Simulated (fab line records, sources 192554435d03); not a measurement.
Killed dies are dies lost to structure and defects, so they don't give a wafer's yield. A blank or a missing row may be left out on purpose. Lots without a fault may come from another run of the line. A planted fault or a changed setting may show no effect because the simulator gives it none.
fab line records | flow n5_finfet
record lots=4 wafers=12 last_day=16
route steps=1938 shown BEOL_M9@1437 BEOL_M10@1470 PASSIVATION@1936
lots that met no fault: from a run of the same line without faults
start_h: hours from the record's first day to the start of the lot's first wafer shown | wait_h: hours since the lot's step before | " the same as in the row above | L1.1+2: a row that stands for several wafers | - no value, or no start given | * or withheld: withheld | < > ~ a bound
route shown NAME@n: a module of which the file shows steps, and the number in the route of the first | usual: mean/standard deviation of fault-free wafers | same: alike in all rows | chamber/n: place in a boat | sites: the reading at each site | _std_site: their standard deviation | _edge_site: outer sites' mean less inner sites' | radius_mm: how far each site lies from the wafer's centre | mask NAME#n: copy n | behind: the tool/chamber that last shaped the wafer | hold: why the lot was held/for how many hours/how that ended | device: the transistor (n, p or np) that didn't switch | end of line: the same wafers' tests at the end of the route | a step without rows: its recipe alone | killed: dies lost to structure and defects at the first sort, not the wafer's yield | map: a wafer's dies, x killed, . not, _ none there
set.NAME: the setting as run; set.NAME@STEP: as run at that earlier step | model.NAME: the simulator's own value behind a step, which no gauge read
lots at some steps of the route; a table a step, a row a wafer
services: from which hour (start_h, from the record's first day; less than 0 if before it) a tool's chamber was out of use, for how many hours, and why
## steps
# step N5_BEOL_M9_DESCUM_33
# recipe chemistry=O2 time_s=7 source_power_w=50 bias_power_w=20 pressure_mtorr=20 rf_frequency_hz=2.712e+07 temp_c=40 resist=CAR-EUV o2_flow_sccm=225
# step N5_BEOL_M9_ETCH_76
# recipe chemistry=N2/H2 target=underlayer target_depth_a=65 mask_material=CAR-EUV time_s=5.2 ion_energy_ev=200 pressure_mtorr=30 source_w=840 bias_w=150 n2_flow_sccm=200 h2_flow_sccm=200 ends=cleared
# step N5_BEOL_M9_ETCH_65
# recipe chemistry=CF4 target=SiARC target_depth_a=156 mask_material=CAR-EUV time_s=26 ion_energy_ev=80 pressure_mtorr=40 source_w=545 bias_w=36 Ar_flow_sccm=100 cf4_flow_sccm=100 ends=cleared
# step N5_BEOL_M9_ETCH_66
# recipe chemistry=N2/H2 target=SOC target_depth_a=800 overetch_a=160 mask_material=SiARC temp_c=40 time_s=120 ion_energy_ev=200 pressure_mtorr=30 source_w=840 bias_w=150 n2_flow_sccm=200 h2_flow_sccm=200
# step N5_BEOL_M9_STRIP_69
# recipe chemistry=N2/H2 temp_c=40 n2_flow_sccm=200 h2_flow_sccm=200 rf_frequency_hz=6e+07
# step N5_BEOL_M9_STRIP_77
# recipe chemistry=N2/H2 temp_c=40 n2_flow_sccm=200 h2_flow_sccm=200 rf_frequency_hz=6e+07
# step N5_BEOL_M9_VIA_ETCH_34
# recipe chemistry=C4F6/O2 target=SiCOH_lowk target_depth_a=1824 mask_material=SOC taper_deg=4 time_s=68.4 ion_energy_ev=250 pressure_mtorr=30 source_w=345 bias_w=185 Ar_flow_sccm=300 C4F6_flow_sccm=10 O2_flow_sccm=10
# step N5_BEOL_M9_STRIP_73
# recipe chemistry=C4F6/O2 resist=SiARC rf_frequency_hz=6e+07
# step N5_BEOL_M9_STRIP_36
# recipe chemistry=N2/H2 power_w=450 temp_c=40 pressure_mtorr=20 rf_frequency_hz=6e+07 overash_fraction=0.3 bias_power_w=7 h2_frac=0.5 n2_flow_sccm=200 h2_flow_sccm=200
# step N5_BEOL_M9_TRENCH_ETCH_37
# recipe chemistry=C4F6/O2 target_depth_a=1514.3 target=SiCOH_lowk time_s=49 ion_energy_ev=250 pressure_mtorr=30 source_w=345 bias_w=185 Ar_flow_sccm=300 C4F6_flow_sccm=10 O2_flow_sccm=10
# step N5_BEOL_M9_ETCH_41
# recipe chemistry=CH3F/O2 target=SiCN target_depth_a=366 taper_deg=2 time_s=70.1 ion_energy_ev=120 mask_material=TiN pressure_mtorr=30 source_w=395 bias_w=75 Ar_flow_sccm=150 CH3F_flow_sccm=30 O2_flow_sccm=20
# usual drypump_motor_current_A=5.7/0.3 oes_product_au=0.74/0.068 rf_vpp_V=297.1/1.4 showerhead_plenum_p_Torr=1.99/0.067 throttle_valve_pct=16.42/0.18
# columns lot.wafer tool chamber start_h wait_h drypump_motor_current_A oes_product_au rf_hours_counter_h rf_vpp_V showerhead_plenum_p_Torr throttle_valve_pct
L815.1 rie_diel-03 2 259.36 - 5.5 0.88 19 298.8 2.13 16.16
L815.2 " 0 " " 5.4 0.70 226 296.4 1.97 16.49
L815.6 " 0 " " 5.4 0.70 - 296.9 1.97 16.48
L817.2 rie_diel-05 0 282.96 - 5.8 0.74 180 295.5 1.91 16.60
L817.3 " 1 " " 5.7 0.71 195 296.2 1.97 16.04
L817.6 " 1 " " 5.7 0.72 - 296.9 1.97 16.03
L823.2 rie_diel-05 0 315.23 - 5.8 0.73 190 295.4 1.90 16.61
L823.3 " 2 " " 5.6 0.84 84 297.6 2.02 16.20
L823.6 " 0 " " 5.8 0.74 - 295.7 1.90 16.63
L825.2 rie_diel-05 0 318.33 - 5.9 0.74 192 295.3 1.90 16.62
L825.5 " 0 " " 5.8 0.73 - 296.0 1.90 16.62
L825.6 " 1 " " 5.7 0.71 - 297.6 1.97 16.06
# step N5_BEOL_M9_STRIP_80
# recipe chemistry=N2/H2 time_s=10 power_w=450 temp_c=40 pressure_mtorr=20 rf_frequency_hz=6e+07 bias_power_w=7 n2_flow_sccm=200 h2_flow_sccm=200
# step N5_BEOL_M9_HM_STRIP_39
# recipe chemistry=peroxide_tin_strip material=TiN target_depth_a=250 temp_c=50 time_s=158
# step N5_BEOL_M9_SRD_40
# recipe time_s=30 temp_c=23 rinse_liquid=diw dry=ipa_marangoni
# step N5_BEOL_M9_PRECLEAN_42
# recipe chemistry=residue_remover time_s=60 temp_c=40
# step N5_BEOL_M9_SRD_43
# recipe time_s=30 temp_c=23 rinse_liquid=diw dry=ipa_marangoni
# step N5_BEOL_M9_CURE_72
# recipe temp_c=370 time_s=120 ambient=DMADMS/He material=SiCOH_lowk
# step N5_BEOL_M9_DEGAS_44
# recipe ambient=vacuum temp_c=250 time_s=60
# step N5_BEOL_M9_PRE_CLEAN_45
# recipe gas=H2/He time_s=30 temp_c=250
# step N5_BEOL_M9_ALD_74
# recipe material=TaN target_thk_a=20 temp_c=275 ald_precursor_family=PDMAT ald_co_reactant=NH3 pressure_torr=3 carrier_flow_sccm=1500 pulse_time_s=2 purge_time_s=3 co_reactant_purge_time_s=2 co_reactant_pulse_time_s=3 ald_cycles=40 precursor_vessel_temp_c=75 precursor_vessel_pressure_torr=26.25 precursor_vessel_carrier_sccm=1000
# step N5_BEOL_M9_SURFACE_TREAT_79
# recipe gas=Ar time_s=* ion_energy_ev=* ion_current_ma_cm2=0.5 pressure_mtorr=* ar_flow_sccm=30
# step N5_BEOL_M9_CVD_78
# recipe material=Co target_thk_a=20 temp_c=withheld precursor=CCTBA/H2 pressure_torr=30 time_s=138.9
# step N5_BEOL_M9_SPUTTER_48
# recipe material=Cu target_thk_a=120 temp_c=-20 bias_v=60 power_w=26000 chamber_pressure_pa=0.13 time_s=2
# step N5_BEOL_M9_ECD_50
# recipe material=Cu target_thk_a=3180
# step N5_BEOL_M9_ANNEAL_51
# recipe temp_c=225 time_s=90 ambient=N2
# step N5_BEOL_M9_CMP_52
# recipe stop_on=SiCOH_lowk t_overpolish_s=7 down_force_psi=1 platen_rpm=50 clearing_platen_down_force_psi=1.5 clearing_platen_rpm=50 post_cmp_clean=cu_alkaline target_thk_nm=140 clearing_platen_pad_velocity_m_s=0.99484 pad_velocity_m_s=0.99484
# step N5_BEOL_M9_PRE_CLEAN_55
# recipe gas=NH3 time_s=15 temp_c=withheld rf_power_w=300
# step N5_BEOL_M9_DEP_56
# recipe material=SiCN target_thk_a=150 temp_c=withheld precursor=3MS/NH3 pressure_torr=3 rf_w=202 time_s=26.5
# step N5_BEOL_M10_ILD_DEP_00
# recipe material=SiCOH_lowk target_thk_a=3085.1 temp_c=300 precursor=DEMS/porogen pressure_torr=5 rf_w=500 time_s=58
# step N5_BEOL_M10_CURE_71
# recipe temp_c=385 time_s=240 ambient=He/Ar material=SiCOH_lowk
# step N5_BEOL_M10_PECVD_70
# recipe material=SiO2 target_thk_a=200 temp_c=400 precursor=TEOS/O2 pressure_torr=5.5 rf_w=450 teos_flow_sccm=53.8 gas=O2 flow_sccm=3000 time_s=22.7
# step N5_BEOL_M10_HM_DEP_02
# recipe material=TiN target_thk_a=200 temp_c=25 chamber_pressure_pa=0.49996
# step N5_BEOL_M10_COAT_59
# recipe resist=SOC temp_c=250 time_s=60 spin_rpm=1500 resist_thk_nm=100
# step N5_BEOL_M10_COAT_60
# recipe resist=SiARC temp_c=220 time_s=60 spin_rpm=1500 resist_thk_nm=30
# step N5_PASSIVATION_PROBE_49
# usual defect_limited_yield=91.1/1.4 killed_at_M0_to_M3=33/9.1 killed_at_M4_up=14/5.6 killed_at_contacts=13/5.7 killed_at_front_end=42/12 killed_at_other=4/3 killed_dies=105/16 killed_open=69/11 killed_short=34/7.5 sort_bin_5_function=5.2/0.91 sort_bin_6_memory=3.3/0.64 sort_n_pass=1075/16 sort_yield_pct=91.1/1.4
# same gross_dies=1180 killed_at_back_side=0 sort_bin_4_leakage[%]=0 sort_bin_8_speed[%]=0
# columns lot.wafer tool chamber start_h wait_h defect_limited_yield[%] killed_at_M0_to_M3 killed_at_M4_up killed_at_contacts killed_at_front_end killed_at_other killed_dies killed_open killed_short sort_bin_5_function[%] sort_bin_6_memory[%] sort_n_pass sort_yield_pct[%]
L823.2 prober-01 - 368.31 0.1 84.7 23 118 4 30 6 181 56 19 9.8 4.0 999 84.7
L823.3 prober-01 - 368.36 0.1 82.5 29 119 15 28 16 207 65 32 12.5 3.7 973 82.5
L823.6 prober-01 - 368.51 0.3 84.7 27 120 10 19 4 180 52 15 10.3 3.5 1000 84.7
L825.2 prober-02 - 378.90 0.1 83.2 37 113 6 42 0 198 60 33 10.7 4.7 982 83.2
L825.5 prober-02 - 379.05 0.2 84.3 30 112 6 37 0 185 58 26 9.3 4.5 995 84.3
L825.6 prober-02 - 379.10 0.3 84.6 44 78 5 54 1 182 69 38 9.7 4.3 998 84.6
# killed by level:class
L823.2 BEOL_M9:unspecified=106 STI_FIN_REVEAL:geometric_particle:open=12 BEOL_M1:geometric_particle:open=10 BEOL_M5:geometric_particle:open=5 BEOL_M0_SAQP:geometric_particle:open=5 FIN_CUT:geometric_particle:short=3 GATE_CUT:geometric_particle:open=3 MOL_CONTACT_COAG:geometric_particle:open=3
L823.3 BEOL_M9:unspecified=110 MOL_CONTACT_COAG:geometric_particle:open=13 STI_FIN_REVEAL:geometric_particle:open=7 BEOL_M0_SAQP:geometric_particle:short=6 FIN_SAQP:geometric_particle:open=5 BEOL_M2:geometric_particle:open=5 BEOL_M0:geometric_particle:open=4 BEOL_M1:geometric_particle:open=4
L823.6 BEOL_M9:unspecified=113 MOL_CONTACT_COAG:geometric_particle:open=9 BEOL_M3:geometric_particle:open=8 BEOL_M0_SAQP:geometric_particle:short=7 STI_FIN_REVEAL:geometric_particle:open=5 BEOL_M4:geometric_particle:open=4 DUMMY_GATE:geometric_particle:open=3 GATE_CUT:geometric_particle:open=3
L825.2 BEOL_M9:unspecified=103 BEOL_M2:geometric_particle:open=12 FIN_SAQP:geometric_particle:short=10 FIN_SAQP:geometric_particle:open=9 BEOL_M3:geometric_particle:open=7 MOL_CONTACT_COAG:geometric_particle:open=5 GATE_CUT:geometric_particle:short=4 BEOL_M0_SAQP:geometric_particle:open=4
L825.5 BEOL_M9:unspecified=98 FIN_SAQP:geometric_particle:open=13 BEOL_M2:geometric_particle:open=9 BEOL_M3:geometric_particle:open=6 MOL_CONTACT_COAG:geometric_particle:open=5 BEOL_M1:geometric_particle:open=4 FIN_SAQP:geometric_particle:short=4 DUMMY_GATE:geometric_particle:open=4
L825.6 BEOL_M9:unspecified=74 BEOL_M2:geometric_particle:open=30 FIN_SAQP:geometric_particle:short=16 FIN_SAQP:geometric_particle:open=11 GATE_CUT:geometric_particle:short=7 DUMMY_GATE:geometric_particle:open=6 MOL_CONTACT_COAG:geometric_particle:open=5 BEOL_M3:geometric_particle:open=5
# map L823.3 (x killed, . not)
_________________........xx..________________
______________................x._____________
___________.x.x.......x............__________
__________.........x.....x....x....._________
________....................x....x...._______
_______........x........x..x........x..______
______.......x...xx.x.............xx...._____
_____xx.......xxx..x.................x...____
____.......xxxxxxxxx..x..............x...x___
___.......x.xxxxxxxxxxxxx..x...............__
___.......xxxxxxxxxxxx.......x..........x.x__
__........xxxxxxxxxxxx...........x...x....x._
__.x...x..xxxxxxxxxxxxx.xx....x.........x..._
_.......xxxxxxxxxxxxxx...x....x...x.....x....
_........xx.xxxxxxxxxxx..x..x......x.........
_..........xxxxxxxxxxx.............x.........
_............xxx.xxxxx.................x.....
_x.............xxx...........................
_...........x........x..................x.x..
_.x........................xx................
_...............x.............x...xx....x...x
__..........x..............................._
__......x......x....x..x.......x........x..._
___.........x..........x..................x__
___...................................x....__
____..............x.....x.................___
_____.............x....x.x..x............____
______........x.......xx.x.xx..........._____
_______....x...............x...........______
________.x.................x..x......._______
__________......x......x............_________
___________.......................x__________
______________.................._____________
_________________............________________
# map L825.2 (x killed, . not)
_________________......x.....________________
______________..x....x.x......x._____________
___________..xx....................__________
__________x.xxx....xxx.............._________
________xxxxxxx.x.........xx.........._______
_______x.xxxxxxxxx..x..........x.......______
______.xxxxxxxxx..x.......x...........x._____
_____..xxxxxxxxxxxx..........x...........____
____x..xxxxxxxxx.x.x...x......x..........x___
___..xxxxxxxxxxxx.x.....x..................__
___..xxxxxxxxxxxxx..x...x..........x.......__
__......x.xxxxxxx...x.x.x..x..........x....._
__.x...x.xx.x.xx..x..x............x........._
_...x...xxxx........................x........
_..........xx........x.....x..............x..
_......x..x.......x..x.......................
_x....x.....................x....x...........
_x......x....................................
_............................................
_....xx.............................x..x.....
_................x..................x...x....
__........x..........x.......x...........x.._
__..x........................xx.......x..x.._
___....x.......x...........................__
___.x..............xx.......x.....x........__
____...x...x....x...............x......x..___
_____x.....x.............x..........x....____
______...x....................x........x_____
_______x..................x..x.........______
________.x.....x.....................x_______
__________.........................._________
___________.x...x.......x..........__________
______________....x...x......x.._____________
_________________....x.......________________
## services
# columns tool chamber start_h hours kind
rie_diel-05 2 270.47 12.0 repair
rie_diel-05 3 312.55 6.6 repair
rie_diel-05 2 317.23 1.2 repair
## key
first_sign step=N5_PASSIVATION_PROBE_49 reading=killed_at_M4_up direction=up sigmas=17 usual=14 struck=110
effect step=N5_PASSIVATION_PROBE_49 reading=defect_limited_yield direction=down sigmas=5.2 usual=91.1 struck=84.0
more_kills_born_at N5_BEOL_M9_ETCH_41@rie_diel-05=604
met_at N5_BEOL_M9_ETCH_41
struck_wafers L823.2,L823.3,L823.6,L825.2,L825.5,L825.6
onset_between 282.96 315.23
also_fits time
fault kind=chamber_particle_source tool=rie_diel-05 chamber=- onset_h=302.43 steps=N5_BEOL_M9_ETCH_41 rate_per_visit_cm2=0.5911 end_h=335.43
